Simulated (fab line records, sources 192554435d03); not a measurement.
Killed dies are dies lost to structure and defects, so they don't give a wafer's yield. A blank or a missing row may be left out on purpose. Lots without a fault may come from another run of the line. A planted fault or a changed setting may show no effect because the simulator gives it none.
fab line records | flow n5_finfet
record lots=9 wafers=27 last_day=18
route steps=1938 shown ZERO_LAYER@4 WELL_APT@32 BEOL_M4@1111 PASSIVATION@1936
lots that met no fault: from a run of the same line without faults
start_h: hours from the record's first day to the start of the lot's first wafer shown | wait_h: hours since the lot's step before | " the same as in the row above | L1.1+2: a row that stands for several wafers | - no value, or no start given | * or withheld: withheld | < > ~ a bound
route shown NAME@n: a module of which the file shows steps, and the number in the route of the first | usual: mean/standard deviation of fault-free wafers | same: alike in all rows | chamber/n: place in a boat | sites: the reading at each site | _std_site: their standard deviation | _edge_site: outer sites' mean less inner sites' | radius_mm: how far each site lies from the wafer's centre | mask NAME#n: copy n | behind: the tool/chamber that last shaped the wafer | hold: why the lot was held/for how many hours/how that ended | device: the transistor (n, p or np) that didn't switch | end of line: the same wafers' tests at the end of the route | a step without rows: its recipe alone | killed: dies lost to structure and defects at the first sort, not the wafer's yield | map: a wafer's dies, x killed, . not, _ none there
set.NAME: the setting as run; set.NAME@STEP: as run at that earlier step | model.NAME: the simulator's own value behind a step, which no gauge read
steps of the route over a sample of lots; a table a step, a row a wafer
services: from which hour (start_h, from the record's first day; less than 0 if before it) a tool's chamber was out of use, for how many hours, and why
## steps
# step N5_ZERO_LAYER_PECVD_02
# recipe material=SiO2 target_thk_a=100 temp_c=400 precursor=SiH4/N2O pressure_torr=0.75 rf_w=275 time_s=6
# usual heater_power_w=804/65 showerhead_plenum_p_Torr=8.03/0.16
# columns lot.wafer tool chamber start_h wait_h heater_power_w showerhead_plenum_p_Torr
L716.2 pecvd-01 2 18.28 0.0 794 8.01
L716.4 " 0 " " 776 7.75
L716.5 " 2 " " 780 8.02
L723.4 pecvd-01 2 60.31 0.1 792 8.01
L723.5 " 0 " " 700 7.74
L723.6 " 2 " " 785 8.01
L724.2 pecvd-04 1 66.28 0.0 780 7.91
L724.5 " 0 " " 806 8.39
L724.6 " 1 " " 799 7.91
L726.2 pecvd-02 0 78.28 0.0 799 8.05
L726.3 " 2 " " 885 8.13
L726.6 " 2 " " 856 8.13
L727.4 pecvd-02 2 84.32 0.1 794 8.14
L727.5 " 1 " " 794 8.18
L727.6 " 0 " " 774 8.03
L729.1 pecvd-02 1 96.29 0.0 962 8.21
L729.2 " 0 " " 805 8.04
L729.4 " 2 " " 870 8.12
L732.1 pecvd-01 1 114.28 0.0 779 7.96
L732.2 " 2 " " 743 8.01
L732.3 " 0 " " 641 7.77
L737.1 pecvd-01 0 144.28 0.0 774 7.76
L737.2 " 2 " " 808 8.00
L737.3 " 1 " " 826 7.94
L738.1 pecvd-01 0 150.47 0.0 799 7.75
L738.2 " 1 " " 798 7.94
L738.5 " 1 " " 786 7.93
# step N5_WELL_APT_IMPLANT_14
# recipe species=P energy_kev=160 dose_cm2=1.5e+13 tilt_deg=0 rotation_deg=0
# usual dose_ions_cm2=1.4995e+13/1.7e+10 faraday_current_uA=190/4
# columns lot.wafer tool chamber start_h wait_h dose_ions_cm2 faraday_current_uA
L716.2 implanter-02 0 20.38 0.1 1.5013e+13 185
L716.4 " 0 " " 1.5005e+13 192
L716.5 " 0 " " 1.5e+13 199
L723.4 implanter-02 0 62.20 0.1 8.783e+12 108
L723.5 " 0 " " 8.771e+12 111
L723.6 " 0 " " 8.779e+12 113
L724.2 implanter-02 0 67.84 0.1 8.78e+12 110
L724.5 " 0 " " 8.767e+12 113
L724.6 " 0 " " 8.775e+12 112
L726.2 implanter-02 0 80.10 0.1 8.764e+12 109
L726.3 " 0 " " 8.805e+12 116
L726.6 " 0 " " 8.756e+12 113
L727.4 implanter-01 0 85.88 0.2 1.4982e+13 189
L727.5 " 0 " " 1.4991e+13 186
L727.6 " 0 " " 1.4966e+13 195
L729.1 implanter-01 0 98.43 0.1 1.4993e+13 191
L729.2 " 0 " " 1.4975e+13 191
L729.4 " 0 " " 1.4991e+13 195
L732.1 implanter-01 0 115.99 0.1 1.5e+13 189
L732.2 " 0 " " 1.4969e+13 188
L732.3 " 0 " " 1.4975e+13 189
L737.1 implanter-02 0 145.94 0.1 1.4987e+13 192
L737.2 " 0 " " 1.5002e+13 190
L737.3 " 0 " " 1.501e+13 192
L738.1 implanter-02 0 152.10 0.1 1.4985e+13 184
L738.2 " 0 " " 1.499e+13 187
L738.5 " 0 " " 1.4994e+13 182
# step N5_WELL_APT_DESCUM_30
# recipe chemistry=O2 time_s=7.9 source_power_w=50 bias_power_w=20 pressure_mtorr=20 rf_frequency_hz=2.712e+07 temp_c=40 o2_flow_sccm=225
# usual chamber_pressure_mTorr=19.998/0.02 drypump_motor_current_A=5.6/0.45 oes_product_au=0.77/0.08 rf_vpp_V=242.8/1.7 showerhead_plenum_p_Torr=2.07/0.092 throttle_valve_pct=20.54/0.2
# columns lot.wafer tool chamber start_h wait_h chamber_pressure_mTorr drypump_motor_current_A oes_product_au rf_hours_counter_h rf_vpp_V showerhead_plenum_p_Torr throttle_valve_pct
L716.2 rie_diel-01 2 22.28 0.8 19.983 4.9 0.78 120 239.4 1.94 20.55
L716.4 " 0 " " 20.012 5.0 0.74 172 241.0 1.99 20.35
L716.5 " 1 " " 20.011 5.3 0.85 - 243.5 2.04 20.57
L723.4 rie_diel-02 1 63.13 0.0 19.997 5.4 0.87 50 244.0 2.22 20.62
L723.5 " 3 " " 19.986 5.7 0.79 - 242.4 2.10 20.18
L723.6 " 2 " " 19.989 5.4 0.71 - 242.1 2.08 20.59
L724.2 rie_diel-06 1 68.83 0.0 20.020 6.3 0.71 222 241.3 1.99 20.84
L724.5 " 1 " " 19.986 6.3 0.70 - 241.3 1.99 20.85
L724.6 " 2 " " 19.994 5.9 0.72 - 243.3 2.08 20.53
L726.2 rie_diel-02 0 81.10 0.0 19.992 5.9 0.82 90 244.9 2.20 20.64
L726.3 " 3 " " 20.040 5.7 0.77 159 243.7 2.10 20.20
L726.6 " 1 " " 20.009 5.4 0.86 - 246.2 2.22 20.65
L727.4 rie_diel-01 2 86.96 0.0 19.990 4.9 0.75 147 240.3 1.93 20.59
L727.5 " 2 " " 20.043 4.9 0.76 - 240.9 1.93 20.59
L727.6 " 3 " " 20.015 5.6 0.67 - 245.0 2.15 20.74
L729.1 rie_diel-01 0 99.46 0.0 20.000 5.0 0.72 197 242.6 1.98 20.40
L729.2 " 2 " " 20.003 4.9 0.76 151 239.7 1.93 20.60
L729.4 " 3 " " 19.970 5.6 0.67 240 244.8 2.15 20.74
L732.1 rie_diel-06 2 117.45 0.3 20.002 5.9 0.70 188 242.4 2.08 20.56
L732.2 " 1 " " 20.040 6.4 0.69 237 240.7 1.98 20.88
L732.3 " 0 " " 19.993 5.6 0.87 48 244.7 2.21 20.28
L737.1 rie_diel-02 2 147.13 0.0 19.995 5.4 0.70 228 242.0 2.07 20.63
L737.2 " 3 " " 19.993 5.7 0.75 183 243.1 2.09 20.24
L737.3 " 0 " " 20.005 5.8 0.79 114 245.0 2.19 20.67
L738.1 rie_diel-02 0 153.24 0.0 20.026 5.9 0.79 116 245.9 2.19 20.68
L738.2 " 1 " " 20.031 5.4 0.82 82 242.3 2.21 20.66
L738.5 " 3 " " 20.023 5.7 0.74 - 242.4 2.09 20.22
# step N5_WELL_APT_EPI_41
# recipe material=Si target_thk_a=500 temp_c=650 precursor=SiH4/H2 pressure_torr=20 time_s=297.7
# usual lamp_inner_pct=15.7/0.49 throttle_valve_pct=11.35/0.16
# columns lot.wafer tool chamber start_h wait_h lamp_inner_pct throttle_valve_pct
L716.2 epi_rpcvd-01 0 23.42 0.1 16.1 11.20
L716.4 " 0 " " 16.3 11.19
L716.5 " 0 " " 16.1 11.58
L723.4 epi_rpcvd-01 0 64.76 0.4 16.3 11.24
L723.5 " 0 " " 16.2 11.08
L723.6 " 0 " " 16.1 11.38
L724.2 epi_rpcvd-04 0 69.98 0.2 15.4 11.06
L724.5 " 0 " " 15.3 10.99
L724.6 " 0 " " 15.2 11.33
L726.2 epi_rpcvd-01 0 82.25 0.2 16.1 11.35
L726.3 " 0 " " 16.3 11.33
L726.6 " 0 " " 16.1 11.52
L727.4 epi_rpcvd-04 0 88.36 0.4 15.4 11.13
L727.5 " 0 " " 15.1 11.48
L727.6 " 0 " " 15.3 11.27
L729.1 epi_rpcvd-01 0 100.49 0.0 15.9 11.21
L729.2 " 0 " " 16.2 11.47
L729.4 " 0 " " 16.1 11.50
L732.1 epi_rpcvd-04 0 118.51 0.0 15.3 11.53
L732.2 " 0 " " 15.2 11.31
L732.3 " 0 " " 15.2 11.23
L737.1 epi_rpcvd-01 0 148.15 0.0 16.1 11.19
L737.2 " 0 " " 16.0 11.43
L737.3 " 0 " " 16.1 11.40
L738.1 epi_rpcvd-04 0 154.25 0.0 15.2 11.52
L738.2 " 0 " " 15.3 11.69
L738.5 " 0 " " 15.0 11.43
# step N5_BEOL_M4_RC_MEAS_101
# usual DIBL_N=36.4/1.5 DIBL_P=35.8/1.7 IOFF_N=0.154/0.022 IOFF_P=0.21/0.031 ION_N=672/8.8 ION_P=462/7.2 RS_NWELL=1037/6.9 SS_N=71.5/0.53 SS_P=73.2/0.62 VT_N=250.4/2.5 VT_P=-250/3.5
# columns lot.wafer tool chamber start_h wait_h DIBL_N[mV/V] DIBL_P[mV/V] IOFF_N[nA/um] IOFF_P[nA/um] ION_N[uA/um] ION_P[uA/um] RS_NWELL[ohm/sq] SS_N[mV/dec] SS_P[mV/dec] VT_N[mV] VT_P[mV]
L716.2 prober-01 0 171.15 0.2 37.2 36.9 0.157 0.24 676 464 1029 71.4 73.3 248.2 -248
L716.4 " 0 " " 38.6 38.1 0.177 0.26 668 462 1024 71.9 73.2 253.6 -247
L716.5 " 0 " " 37.5 36.5 0.162 0.23 657 459 1035 71.5 73.3 249.9 -248
L724.2 prober-01 0 246.43 0.2 37.1 36.8 0.153 0.19 664 449 1402 71.8 73.2 253.2 -255
L724.5 " 0 " " 35.9 35.9 0.133 0.18 659 456 1394 71.8 73.1 252.5 -252
L724.6 " 0 " " 34.3 34.1 0.112 0.16 663 458 1388 71.4 72.6 255.3 -252
L723.4 prober-01 0 247.67 0.7 36.3 37.0 0.138 0.22 667 464 1395 70.6 72.6 252.3 -249
L723.5 " 0 " " 36.8 37.3 0.147 0.22 666 465 1401 71.3 73.3 250.6 -247
L723.6 " 0 " " 36.4 37.7 0.150 0.22 674 465 1399 71.2 73.1 250.0 -245
L727.4 prober-02 0 252.37 0.5 36.7 36.6 0.148 0.18 672 453 1029 72.1 73.4 252.0 -254
L727.5 " 0 " " 34.8 34.5 0.118 0.16 642 444 1034 71.1 72.6 254.9 -255
L727.6 " 0 " " 37.6 37.8 0.172 0.20 685 465 1032 71.5 74.0 248.0 -252
L726.2 prober-01 0 262.73 0.2 38.0 35.9 0.161 0.21 670 460 1412 72.0 73.3 250.8 -250
L726.3 " 0 " " 37.0 35.4 0.153 0.20 677 460 1409 70.9 72.7 248.7 -251
L726.6 " 0 " " 37.2 35.6 0.164 0.21 663 459 1410 71.4 73.5 251.8 -250
L729.1 prober-01 0 267.48 0.0 34.0 32.8 0.113 0.14 661 452 1041 70.9 72.7 255.3 -260
L729.2 " 0 " " 36.8 36.6 0.164 0.19 675 455 1031 72.1 72.6 250.1 -254
L729.4 " 0 " " 38.0 38.7 0.192 0.22 672 452 1045 72.7 73.5 247.2 -254
L732.1 prober-02 0 285.00 0.0 35.7 34.0 0.140 0.22 665 466 1035 71.0 72.2 254.9 -248
L732.2 " 0 " " 35.2 35.1 0.140 0.23 661 467 1030 71.2 72.9 252.9 -247
L732.3 " 0 " " 36.8 36.5 0.166 0.26 679 473 1028 71.3 73.4 251.1 -244
L737.1 prober-01 0 300.84 0.0 35.1 33.8 0.138 0.20 674 470 1049 71.1 72.7 249.0 -247
L737.2 " 0 " " 36.8 36.1 0.174 0.25 677 461 1043 72.0 73.0 248.0 -247
L737.3 " 0 " " 36.6 35.9 0.166 0.23 688 474 1039 71.8 73.3 248.0 -248
L738.1 prober-02 0 322.60 0.0 36.9 35.3 0.148 0.20 680 458 1030 70.7 72.9 251.6 -250
L738.2 " 0 " " 37.7 36.1 0.170 0.21 679 459 1026 72.0 73.4 249.5 -251
L738.5 " 0 " " 37.4 35.3 0.148 0.19 672 461 1034 71.9 72.2 249.1 -251
# step N5_PASSIVATION_PROBE_49
# usual defect_limited_yield=91.5/1.4 killed_at_M0_to_M3=32/9.8 killed_at_M4_up=13/5.3 killed_at_contacts=13/6.4 killed_at_front_end=39/10 killed_at_other=3.1/2.5 killed_dies=100/17 killed_open=65/13 killed_short=33/7.7 sort_bin_5_function=5.0/0.93 sort_bin_6_memory=3.2/0.69 sort_n_pass=1080/17 sort_yield_pct=91.5/1.4
# same gross_dies=1180 killed_at_back_side=0 sort_bin_4_leakage[%]=0 sort_bin_8_speed[%]=0
# columns lot.wafer tool chamber start_h wait_h defect_limited_yield[%] killed_at_M0_to_M3 killed_at_M4_up killed_at_contacts killed_at_front_end killed_at_other killed_dies killed_open killed_short sort_bin_5_function[%] sort_bin_6_memory[%] sort_n_pass sort_yield_pct[%]
L737.3 prober-02 - 412.98 0.1 88.2 62 20 5 50 2 139 86 50 7.6 3.9 1041 88.2
# killed by level:class
L737.3 BEOL_M0_SAQP:geometric_particle:short=17 FIN_SAQP:geometric_particle:short=13 BEOL_M0_SAQP:geometric_particle:open=13 FIN_SAQP:geometric_particle:open=10 BEOL_M2:geometric_particle:open=10 BEOL_M1:geometric_particle:open=8 BEOL_M1:geometric_particle:short=8 BEOL_M4:geometric_particle:open=8
## services
# columns tool chamber start_h hours kind
implanter-02 - -2.28 4.2 pm
pecvd-02 - -1.65 1.4 repair
rie_diel-02 - 12.98 14.6 pm
rie_diel-06 2 31.04 3.7 repair
pecvd-01 0 39.68 5.3 repair
rie_diel-02 - 45.09 0.2 repair
rie_diel-06 3 49.29 - clean
rie_diel-06 3 49.29 - consumable_replace:focus_ring
rie_diel-06 3 49.29 30.9 scheduled_down
pecvd-01 1 51.17 49.5 repair
rie_diel-02 - 54.30 2.8 pm
rie_diel-01 0 59.30 9.6 repair
pecvd-02 - 66.69 2.2 repair
rie_diel-06 1 74.57 7.5 repair
pecvd-01 0 77.38 2.1 scheduled_down
rie_diel-02 2 95.57 12.9 repair
pecvd-01 0 107.46 2.9 repair
pecvd-01 - 110.41 1.3 repair
implanter-01 - 110.55 5.4 pm
rie_diel-01 3 126.25 - clean
rie_diel-01 3 126.25 - consumable_replace:focus_ring
rie_diel-01 3 126.25 31.0 scheduled_down
rie_diel-01 3 126.25 31.0 vent_cycle
implanter-01 - 147.61 4.8 pm
## key
first_sign step=N5_WELL_APT_IMPLANT_14 reading=dose_ions_cm2 direction=down sigmas=99+ usual=1.4995e+13 struck=8.776e+12
effect step=N5_WELL_APT_IMPLANT_14 reading=faraday_current_uA direction=down sigmas=20 usual=190 struck=112
effect step=N5_BEOL_M4_RC_MEAS_101 reading=RS_NWELL direction=up sigmas=53 usual=1037 struck=1401
met_at N5_WELL_APT_IMPLANT_14
struck_lots L723,L724,L726
not_acting_at N5_ZERO_LAYER_PECVD_02,N5_WELL_APT_DESCUM_30,N5_WELL_APT_EPI_41
onset_between 20.38 62.20
fault kind=process_parameter_drift tool=implanter-02 chamber=- onset_h=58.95 steps=N5_WELL_APT_IMPLANT_14 channel=dose_cm2 offset=-6.2193e+12 shape=step end_h=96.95 acts_in=these_recipes_only stated=1.5e+13
